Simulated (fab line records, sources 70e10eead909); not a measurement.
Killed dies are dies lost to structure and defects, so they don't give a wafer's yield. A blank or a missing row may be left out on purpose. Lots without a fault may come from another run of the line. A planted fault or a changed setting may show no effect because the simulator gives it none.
Chamber matching | flow nand_harc | NHARC_A_ZERO_WELL_ETCH_13 on rie_si-03: 4 sister chambers
The step etches the open film in HBr/Cl2, target depth 120 nm, time 40.1 s. 8 wafers are shown with their chamber, then 8 later ones without.

WAFERS WITH THEIR CHAMBER
wafer  | chamber | drypump_motor_current_A (A) | oes_product_au (a.u.)
L076.5 | 2       | 6.3                         | 0.997
L076.6 | 0       | 5.1                         | 0.980
L078.1 | 0       | 5.1                         | 0.977
L081.4 | 1       | 5.0                         | 1.006
L083.2 | 2       | 6.2                         | 1.002
L083.3 | 3       | 5.0                         | 0.986
L083.6 | 3       | 4.9                         | 0.984
L089.2 | 1       | 5.0                         | 1.005

WAFERS WITHOUT THEIR CHAMBER
wafer  | drypump_motor_current_A (A) | oes_product_au (a.u.)
L089.4 | 5.2                         | 0.971
L089.5 | 5.0                         | 1.006
L091.1 | 5.0                         | 0.991
L091.4 | 6.3                         | 0.995
L091.5 | 5.0                         | 1.010
L096.2 | 6.2                         | 1.010
L096.3 | 5.1                         | 0.982
L096.5 | 6.3                         | 1.003

WHICH CHAMBER EACH WENT THROUGH
wafer  | from the rows above     | in truth
L089.4 | 0                       | 0
L089.5 | 1                       | 1
L091.1 | 3                       | 3
L091.4 | 2                       | 2
L091.5 | 1                       | 1
L096.2 | 2                       | 2
L096.3 | can't be placed: 0 or 3 | 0
L096.5 | 2                       | 2
Placed correctly: 7 of 8. Can't be placed from these rows: 1 (the true chamber is among the candidates in 1). Placed wrongly: 0.
How it was worked out, from the rows above alone: a wafer's distance from a chamber is the root of the sum, over the readings, of the square of ((its reading less the chamber's mean) divided by the reading's scatter). The wafer belongs to the nearest chamber; if the next one is less than 2 further off, it can't be placed. A chamber's mean is the mean of its shown wafers. The scatter: the root of (the sum of the squares of (reading less its chamber's mean) over the shown wafers, divided by (wafers less chambers)).
